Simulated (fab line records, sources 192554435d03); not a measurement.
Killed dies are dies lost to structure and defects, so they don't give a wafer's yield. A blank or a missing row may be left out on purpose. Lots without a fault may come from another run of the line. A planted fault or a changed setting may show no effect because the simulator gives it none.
fab line records | flow n5_finfet
record lots=10 wafers=27 last_day=18
route steps=1938 shown ZERO_LAYER@14 WELL_APT@24 BEOL_M4@1111 PASSIVATION@1936
lots that met no fault: from a run of the same line without faults
start_h: hours from the record's first day to the start of the lot's first wafer shown | wait_h: hours since the lot's step before | " the same as in the row above | L1.1+2: a row that stands for several wafers | - no value, or no start given | * or withheld: withheld | < > ~ a bound
route shown NAME@n: a module of which the file shows steps, and the number in the route of the first | usual: mean/standard deviation of fault-free wafers | same: alike in all rows | chamber/n: place in a boat | sites: the reading at each site | _std_site: their standard deviation | _edge_site: outer sites' mean less inner sites' | radius_mm: how far each site lies from the wafer's centre | mask NAME#n: copy n | behind: the tool/chamber that last shaped the wafer | hold: why the lot was held/for how many hours/how that ended | device: the transistor (n, p or np) that didn't switch | end of line: the same wafers' tests at the end of the route | a step without rows: its recipe alone | killed: dies lost to structure and defects at the first sort, not the wafer's yield | map: a wafer's dies, x killed, . not, _ none there
set.NAME: the setting as run; set.NAME@STEP: as run at that earlier step | model.NAME: the simulator's own value behind a step, which no gauge read
steps of the route over a sample of lots; a table a step, a row a wafer
services: from which hour (start_h, from the record's first day; less than 0 if before it) a tool's chamber was out of use, for how many hours, and why
## steps
# step N5_ZERO_LAYER_DESCUM_16
# recipe chemistry=O2 time_s=7.9 source_power_w=50 bias_power_w=20 pressure_mtorr=20 rf_frequency_hz=2.712e+07 temp_c=40 o2_flow_sccm=225
# usual drypump_motor_current_A=5.8/0.43 oes_product_au=0.76/0.087 rf_vpp_V=243.1/1.5 showerhead_plenum_p_Torr=2.10/0.092 throttle_valve_pct=20.4/0.32
# columns lot.wafer tool chamber start_h wait_h drypump_motor_current_A oes_product_au rf_hours_counter_h rf_vpp_V showerhead_plenum_p_Torr throttle_valve_pct
L836.3 rie_diel-06 3 18.81 0.0 5.8 0.67 236 243.0 2.08 20.7
L836.5 " 3 " " 5.8 0.68 - 242.1 2.08 20.7
L836.6 " 2 " " 6.1 0.76 - 241.0 2.03 20.9
L837.1 rie_diel-01 2 24.68 0.0 5.4 0.76 163 242.3 1.97 20.1
L837.2 " 3 " " 6.1 0.70 183 240.8 2.00 20.3
L837.5 " 0 " " 5.7 0.67 - 243.0 2.13 20.0
L838.3 rie_diel-01 0 30.83 0.0 5.7 0.66 238 245.0 2.13 20.0
L838.4 " 3 " " 6.0 0.70 185 241.5 2.00 20.3
L838.6 " 0 " " 5.6 0.66 - 243.1 2.13 20.0
L839.1 rie_diel-01 2 36.68 0.0 5.4 0.75 166 241.9 1.97 20.1
L839.5 " 1 " " 5.5 0.76 - 243.7 2.21 20.8
L848.2 rie_diel-02 2 90.71 0.0 5.0 0.84 58 244.6 2.12 20.4
L848.4 " 0 " " 5.8 0.74 162 243.6 2.19 20.5
L848.5 " 3 " " 6.2 0.73 - 243.4 2.00 20.6
L849.1 rie_diel-06 3 96.71 0.1 5.7 1.00 2 242.1 2.07 20.4
L849.2 " 2 " " 6.1 0.73 161 241.4 2.02 20.9
L849.4 " 0 " " 6.8 0.72 164 242.5 2.19 20.6
L851.1 rie_diel-02 3 108.68 0.0 6.2 0.72 196 244.2 2.00 20.7
L851.4 " 1 " " 5.8 0.92 8 245.4 2.24 20.0
L851.5 " 1 " " 5.7 0.92 - 245.1 2.24 20.0
L853.2 rie_diel-01 2 120.83 0.0 5.4 0.75 192 241.3 1.96 20.2
L853.4 " 3 " " 6.0 0.67 212 243.1 1.99 20.4
L853.6 " 1 " " 5.5 0.74 - 243.9 2.20 20.8
L857.2 rie_diel-06 0 144.99 0.0 6.8 0.71 179 243.7 2.18 20.6
L857.3 " 2 " " 6.1 0.72 178 240.9 2.02 20.9
L858.2 rie_diel-06 3 152.72 1.9 5.7 0.93 21 241.6 2.07 20.4
L858.6 " 0 " " 6.7 0.70 - 244.8 2.18 20.6
# step N5_ZERO_LAYER_INSPECT_20
# recipe inspect_instrument=darkfield mode=post_clean
# usual raw_defect_count=33/14
# columns lot.wafer tool chamber start_h wait_h raw_defect_count
L836.3 defect_inspect-01 - 19.40 0.0 30
L836.5 " - " " 20
L836.6 " - " " 42
L837.1 defect_inspect-01 - 25.25 0.0 42
L837.2 " - " " 62
L837.5 " - " " 57
L838.3 defect_inspect-01 - 31.41 0.0 16
L838.4 " - " " 14
L838.6 " - " " 28
L839.1 defect_inspect-02 - 37.26 0.0 40
L839.5 " - " " 31
L848.2 defect_inspect-01 - 91.28 0.0 30
L848.4 " - " " 42
L848.5 " - " " 24
L849.1 defect_inspect-01 - 97.29 0.0 39
L849.2 " - " " 31
L849.4 " - " " 14
L851.1 defect_inspect-01 - 109.25 0.0 29
L851.4 " - " " 28
L851.5 " - " " 53
L853.2 defect_inspect-01 - 121.42 0.0 18
L853.4 " - " " 23
L853.6 " - " " 17
L857.2 defect_inspect-01 - 145.56 0.0 63
L857.3 " - " " 39
L858.2 defect_inspect-02 - 153.31 0.0 15
L858.6 " - " " 22
# step N5_WELL_APT_EXPOSE_05
# recipe mask_id=NWELL na=0.8 source_shape=conventional sigma_outer=0.8 polarization=unpolarized defocus_nm=0 target_cd_nm=200 dose_mj=20.3
# columns lot.wafer tool chamber start_h wait_h mask
L836.3+5+6 krf_scanner-02 0 19.54 - NWELL#0
L837.1+2+5 krf_scanner-02 0 25.39 - NWELL#0
L838.3+4+6 krf_scanner-01 0 31.68 - NWELL#0
L839.1+5 krf_scanner-02 0 37.51 - NWELL#0
L848.2+4+5 krf_scanner-02 0 91.55 - NWELL#0
L849.1+2+4 krf_scanner-02 0 97.42 - NWELL#0
L851.1+4+5 krf_scanner-01 0 109.38 - NWELL#0
L853.2+4+6 krf_scanner-01 0 121.69 - NWELL#0
L857.2+3 krf_scanner-01 0 145.83 - NWELL#0
L858.2+6 krf_scanner-01 0 153.47 - NWELL#0
# step N5_WELL_APT_OVL_MEAS_09
# recipe points_per_wafer=44
# usual NWELL_OVL=-5/5.5
# columns lot.wafer tool chamber start_h wait_h NWELL_OVL[nm]
L836.3 overlay-01 0 19.73 0.0 5
L836.5 " 0 " " 2
L836.6 " 0 " " 2
L837.1 overlay-02 0 25.59 0.0 -8
L837.2 " 0 " " -9
L837.5 " 0 " " -3
L838.3 overlay-01 0 31.87 0.0 -3
L838.4 " 0 " " -7
L838.6 " 0 " " -3
L839.1 overlay-02 0 37.71 0.0 0
L839.5 " 0 " " -2
L848.2 overlay-02 0 91.74 0.0 11
L848.4 " 0 " " 18
L848.5 " 0 " " 23
L849.1 overlay-02 0 97.62 0.0 21
L849.2 " 0 " " 21
L849.4 " 0 " " 24
L851.1 overlay-02 0 109.59 0.0 -2
L851.4 " 0 " " -7
L851.5 " 0 " " -7
L853.2 overlay-02 0 121.88 0.0 -13
L853.4 " 0 " " 0
L853.6 " 0 " " -4
L857.2 overlay-01 0 146.02 0.0 -15
L857.3 " 0 " " -7
L858.2 overlay-02 0 153.67 0.0 -3
L858.6 " 0 " " -2
# step N5_WELL_APT_DESCUM_13
# recipe chemistry=O2 time_s=7.9 source_power_w=50 bias_power_w=20 pressure_mtorr=20 rf_frequency_hz=2.712e+07 temp_c=40 o2_flow_sccm=225
# usual drypump_motor_current_A=5.7/0.47 oes_product_au=0.76/0.08 rf_vpp_V=242.5/1.5 showerhead_plenum_p_Torr=2.06/0.084 throttle_valve_pct=20.49/0.26
# columns lot.wafer tool chamber start_h wait_h drypump_motor_current_A oes_product_au rf_hours_counter_h rf_vpp_V showerhead_plenum_p_Torr throttle_valve_pct
L836.3 rie_diel-05 3 19.79 0.0 5.9 0.91 38 245.7 2.23 20.22
L836.5 " 2 " " 6.3 0.81 - 241.1 2.01 20.11
L836.6 " 1 " " 6.5 0.68 - 241.7 2.00 20.69
L837.1 rie_diel-03 2 25.65 0.0 5.2 0.84 74 241.8 2.00 20.11
L837.2 " 3 " " 5.4 0.75 151 243.8 2.09 20.33
L837.5 " 1 " " 6.0 0.82 - 242.8 2.04 20.68
L838.3 rie_diel-03 2 31.93 0.0 5.2 0.85 76 240.7 2.00 20.11
L838.4 " 3 " " 5.4 0.75 153 242.1 2.09 20.34
L838.6 " 0 " " 5.5 0.69 - 241.1 2.01 20.66
L839.1 rie_diel-04 1 37.93 0.2 4.9 0.75 142 240.8 2.01 20.52
L839.5 " 1 " " 4.9 0.75 - 241.5 2.01 20.51
L848.2 rie_diel-04 3 91.86 0.1 5.3 0.73 218 242.6 1.98 20.44
L848.4 " 2 " " 6.2 0.72 183 241.4 2.03 20.95
L848.5 " 0 " " 5.5 0.69 - 245.0 2.17 20.41
L849.1 rie_diel-03 3 97.68 0.0 5.3 0.73 177 242.8 2.08 20.39
L849.2 " 1 " " 6.1 0.80 106 242.0 2.03 20.72
L849.4 " 2 " " 5.2 0.83 94 241.8 1.99 20.11
L851.1 rie_diel-03 3 109.64 0.0 5.4 0.72 183 243.8 2.08 20.40
L851.4 " 2 " " 5.2 0.83 - 242.8 1.99 20.14
L851.5 " 3 " " 5.3 0.73 - 242.2 2.08 20.39
L853.2 rie_diel-04 1 121.94 0.0 4.9 0.72 167 241.9 2.00 20.54
L853.4 " 3 " " 5.3 0.72 227 243.0 1.98 20.45
L853.6 " 2 " " 6.1 0.71 - 241.0 2.02 20.95
L857.2 rie_diel-04 1 146.29 0.2 4.9 0.71 175 239.6 2.00 20.55
L857.3 " 3 " " 5.3 0.71 240 239.7 1.97 20.48
L858.2 rie_diel-05 1 153.73 0.0 6.5 0.65 247 242.3 1.98 20.77
L858.6 " 2 " " 6.3 0.76 - 242.5 2.00 20.18
# step N5_BEOL_M4_RC_MEAS_101
# usual DIBL_N=35.0/2.4 DIBL_P=35.4/2.8 IOFF_N=0.14/0.045 IOFF_P=0.20/0.048 ION_N=667/19 ION_P=460/11 SS_N=71.2/0.71 SS_P=73.1/0.86 VT_N=252/4.6 VT_P=-251/3.4
# columns lot.wafer tool chamber start_h wait_h DIBL_N[mV/V] DIBL_P[mV/V] IOFF_N[nA/um] IOFF_P[nA/um] ION_N[uA/um] ION_P[uA/um] SS_N[mV/dec] SS_P[mV/dec] VT_N[mV] VT_P[mV]
L836.3 prober-02 0 172.56 0.3 36.5 37.5 0.17 0.24 679 464 71.8 73.7 250 -249
L836.5 " 0 " " 33.4 33.1 0.12 0.17 663 456 70.4 72.9 253 -252
L836.6 " 0 " " 36.5 38.6 0.18 0.25 687 474 72.3 74.1 248 -248
L837.1 prober-01 0 175.98 0.0 33.2 32.2 0.12 0.18 673 469 70.8 72.8 252 -250
L837.2 " 0 " " 37.2 35.9 0.19 0.24 680 459 72.0 73.8 247 -247
L837.5 " 0 " " 36.4 34.9 0.16 0.21 650 453 72.1 73.5 252 -248
L838.3 prober-02 0 182.25 0.3 37.4 38.2 0.21 0.25 689 473 72.0 73.7 246 -248
L838.4 " 0 " " 37.7 37.8 0.21 0.24 677 462 71.7 74.5 246 -248
L838.6 " 0 " " 38.5 39.6 0.21 0.27 676 464 71.7 74.2 247 -248
L839.1 prober-01 0 185.52 0.0 39.1 41.1 0.22 0.29 697 481 73.0 74.9 247 -246
L839.5 " 0 " " 42.2 45.0 0.32 0.39 706 481 72.5 75.2 239 -243
L848.2 prober-01 0 238.66 0.2 35.5 33.4 0.12 0.15 666 455 70.8 72.1 256 -257
L848.4 " 0 " " 32.0 30.6 0.08 0.12 659 453 70.2 71.5 258 -257
L848.5 " 0 " " 34.4 32.6 0.11 0.14 662 457 70.9 72.1 255 -254
L849.1 prober-01 0 256.38 0.0 35.5 35.3 0.14 0.18 659 452 70.9 72.7 251 -252
L849.2 " 0 " " 33.9 33.5 0.12 0.16 666 455 70.9 71.8 254 -254
L849.4 " 0 " " 34.0 34.1 0.11 0.17 667 456 70.2 72.5 255 -252
L851.1 prober-02 0 256.60 0.0 34.4 35.0 0.13 0.22 682 480 71.5 72.7 251 -248
L851.4 " 0 " " 29.6 28.2 0.07 0.13 629 446 69.8 70.5 260 -255
L851.5 " 0 " " 33.6 33.9 0.12 0.20 671 471 70.3 72.4 253 -247
L853.2 prober-02 0 282.02 0.2 35.5 36.3 0.14 0.22 646 451 71.1 73.3 253 -249
L853.4 " 0 " " 37.3 39.7 0.21 0.28 700 482 71.8 73.5 242 -243
L853.6 " 0 " " 39.6 41.9 0.24 0.33 681 467 73.0 75.0 243 -245
L857.2 prober-02 0 302.41 0.2 33.1 36.2 0.12 0.18 654 457 71.3 72.9 253 -251
L857.3 " 0 " " 36.3 39.3 0.19 0.23 702 479 72.0 74.1 243 -248
L858.2 prober-01 0 311.42 0.2 34.6 35.6 0.14 0.20 681 471 70.7 73.5 251 -252
L858.6 " 0 " " 33.8 34.3 0.11 0.17 656 450 70.9 73.0 256 -256
# step N5_PASSIVATION_PROBE_49
# usual defect_limited_yield=91.7/1.4 killed_at_M0_to_M3=32/9.7 killed_at_M4_up=14/5.5 killed_at_contacts=13/6.1 killed_at_front_end=35/10 killed_at_other=4.2/2.9 killed_dies=98/17 killed_open=63/12 killed_short=32/7.7 sort_bin_4_leakage=0.0/0.33 sort_bin_5_function=4.8/0.9 sort_bin_6_memory=3.1/0.63 sort_bin_8_speed=1/3.3 sort_n_pass=1073/41 sort_yield_pct=91/3.5
# same gross_dies=1180 killed_at_back_side=0
# columns lot.wafer tool chamber start_h wait_h defect_limited_yield[%] killed_at_M0_to_M3 killed_at_M4_up killed_at_contacts killed_at_front_end killed_at_other killed_dies killed_open killed_short sort_bin_4_leakage[%] sort_bin_5_function[%] sort_bin_6_memory[%] sort_bin_8_speed[%] sort_n_pass sort_yield_pct[%]
L851.1 prober-02 - 371.98 0.1 92.3 29 8 17 35 2 91 53 28 0 4.0 2.8 0 1089 92
L851.4 prober-02 - 372.13 0.2 92.5 28 12 13 35 1 89 60 27 0 4.3 2.9 27 774 66
L851.5 prober-02 - 372.18 0.3 92.6 23 16 9 37 2 87 57 23 0 3.9 2.7 0 1093 93
L849.1 prober-02 - 373.62 0.0 91.4 32 23 11 29 6 101 69 24 0 4.4 3.4 0 1079 91
L849.2 prober-02 - 373.67 0.1 91.2 30 20 15 35 4 104 59 34 0 4.4 3.3 0 1076 91
L849.4 prober-02 - 373.77 0.2 91.7 28 14 16 38 2 98 62 35 0 4.4 3.5 0 1082 92
L853.2 prober-02 - 394.61 0.1 92.7 33 15 10 25 3 86 57 29 0 4.1 3.0 0 1094 93
L853.4 prober-02 - 394.71 0.2 93.7 19 9 13 29 4 74 39 26 0 3.5 2.0 0 1106 94
L853.6 prober-02 - 394.81 0.3 90.5 44 11 14 38 5 112 70 33 0.1 5.7 3.0 0 1067 90
# killed by level:class
L851.1 BEOL_M2:geometric_particle:open=13 MOL_CONTACT_COAG:geometric_particle:open=10 HKMG_FIN:area_etch=7 MOL_CONTACT_COAG:geometric_particle:short=6 STI_FIN_REVEAL:geometric_particle:open=5 BEOL_M3:geometric_particle:open=5 FIN_SAQP:geometric_particle:open=4 GATE_CUT:geometric_particle:short=4
L851.4 MOL_CONTACT_COAG:geometric_particle:open=12 BEOL_M3:geometric_particle:open=8 BEOL_M0_SAQP:geometric_particle:open=6 BEOL_M0_SAQP:geometric_particle:short=6 FIN_SAQP:geometric_particle:short=5 GATE_CUT:geometric_particle:short=5 GATE_CUT:geometric_particle:open=5 BEOL_M2:geometric_particle:open=5
L851.5 MOL_CONTACT_COAG:geometric_particle:open=9 FIN_SAQP:geometric_particle:open=8 FIN_SAQP:geometric_particle:short=7 BEOL_M0_SAQP:geometric_particle:open=6 HKMG_FIN:area_etch=5 STI_FIN_REVEAL:geometric_particle:open=4 BEOL_M0_SAQP:geometric_particle:short=4 BEOL_M3:geometric_particle:open=4
L849.1 MOL_CONTACT_COAG:geometric_particle:open=11 BEOL_M2:geometric_particle:open=8 HKMG_FIN:area_etch=8 BEOL_M1:geometric_particle:open=7 BEOL_M4:geometric_particle:open=7 BEOL_M3:geometric_particle:short=6 FIN_SAQP:geometric_particle:short=4 FIN_SAQP:geometric_particle:open=4
L849.2 MOL_CONTACT_COAG:geometric_particle:open=12 BEOL_M3:geometric_particle:short=11 HKMG_FIN:area_etch=11 BEOL_M4:geometric_particle:open=10 BEOL_M3:geometric_particle:open=10 FIN_SAQP:geometric_particle:short=6 FIN_SAQP:geometric_particle:open=5 STI_FIN_REVEAL:geometric_particle:open=4
L849.4 BEOL_M3:geometric_particle:open=14 STI_FIN_REVEAL:geometric_particle:open=9 MOL_CONTACT_COAG:geometric_particle:open=9 MOL_CONTACT_COAG:geometric_particle:short=7 STI_FIN_REVEAL:geometric_particle:short=6 BEOL_M4:geometric_particle:open=6 FIN_SAQP:geometric_particle:short=5 FIN_SAQP:geometric_particle:open=5
L853.2 MOL_CONTACT_COAG:geometric_particle:open=9 BEOL_M0_SAQP:geometric_particle:short=9 BEOL_M1:geometric_particle:open=8 STI_FIN_REVEAL:geometric_particle:open=6 FIN_SAQP:geometric_particle:open=5 BEOL_M7:geometric_particle:open=5 BEOL_M0_SAQP:geometric_particle:open=4 BEOL_M0:geometric_particle:open=4
L853.4 MOL_CONTACT_COAG:geometric_particle:open=12 HKMG_FIN:area_etch=9 BEOL_M3:geometric_particle:open=4 BEOL_M0:geometric_particle:short=4 BEOL_M1:geometric_particle:short=4 FIN_SAQP:geometric_particle:open=3 FIN_SAQP:geometric_particle:short=3 DUMMY_GATE:geometric_particle:open=3
L853.6 BEOL_M0_SAQP:geometric_particle:short=13 BEOL_M0_SAQP:geometric_particle:open=12 MOL_CONTACT_COAG:geometric_particle:open=10 BEOL_M1:geometric_particle:open=9 HKMG_FIN:area_etch=9 STI_FIN_REVEAL:geometric_particle:open=8 FIN_SAQP:geometric_particle:open=6 BEOL_M5:geometric_particle:open=6
## services
# columns tool chamber start_h hours kind
krf_scanner-01 - -4.90 0.2 repair
rie_diel-05 3 3.18 8.7 repair
krf_scanner-01 - 5.03 0.7 repair
rie_diel-05 1 8.78 7.5 repair
rie_diel-03 3 13.81 4.1 repair
krf_scanner-02 - 42.81 0.8 pm
krf_scanner-02 - 56.12 3.6 pm
rie_diel-04 1 61.88 9.0 repair
rie_diel-03 2 66.09 10.9 repair
krf_scanner-01 - 68.58 0.8 pm
krf_scanner-02 - 72.02 1.3 repair
rie_diel-04 2 79.40 6.3 repair
rie_diel-02 2 80.85 8.0 repair
krf_scanner-02 - 88.88 1.0 pm
krf_scanner-02 - 100.46 0.6 repair
rie_diel-03 1 106.97 6.5 repair
krf_scanner-02 - 110.40 4.0 pm
krf_scanner-01 - 117.57 1.0 pm
rie_diel-04 1 122.19 9.0 repair
rie_diel-02 3 134.23 1.3 repair
krf_scanner-02 - 135.58 1.3 pm
krf_scanner-01 - 139.19 1.3 pm
rie_diel-02 - 147.33 14.6 pm
krf_scanner-02 - 151.68 36.0 pm
## key
first_sign step=N5_WELL_APT_OVL_MEAS_09 reading=NWELL_OVL direction=up sigmas=4.4 usual=-5 struck=20
effect none on later readings
met_at N5_WELL_APT_EXPOSE_05
struck_lots L848,L849
baseline_loss step=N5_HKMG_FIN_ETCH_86 wafers=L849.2
not_acting_at N5_ZERO_LAYER_DESCUM_16,N5_ZERO_LAYER_INSPECT_20,N5_WELL_APT_DESCUM_13
onset_between 37.51 91.55
fault kind=scanner_matching_overlay tool=krf_scanner-02 chamber=- onset_h=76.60 steps=N5_WELL_APT_EXPOSE_05 offset=20.684
# baseline_loss: these wafers lose ten dies or more at that step, a loss of the line's own and not of a fault; the sort's usual values leave them out
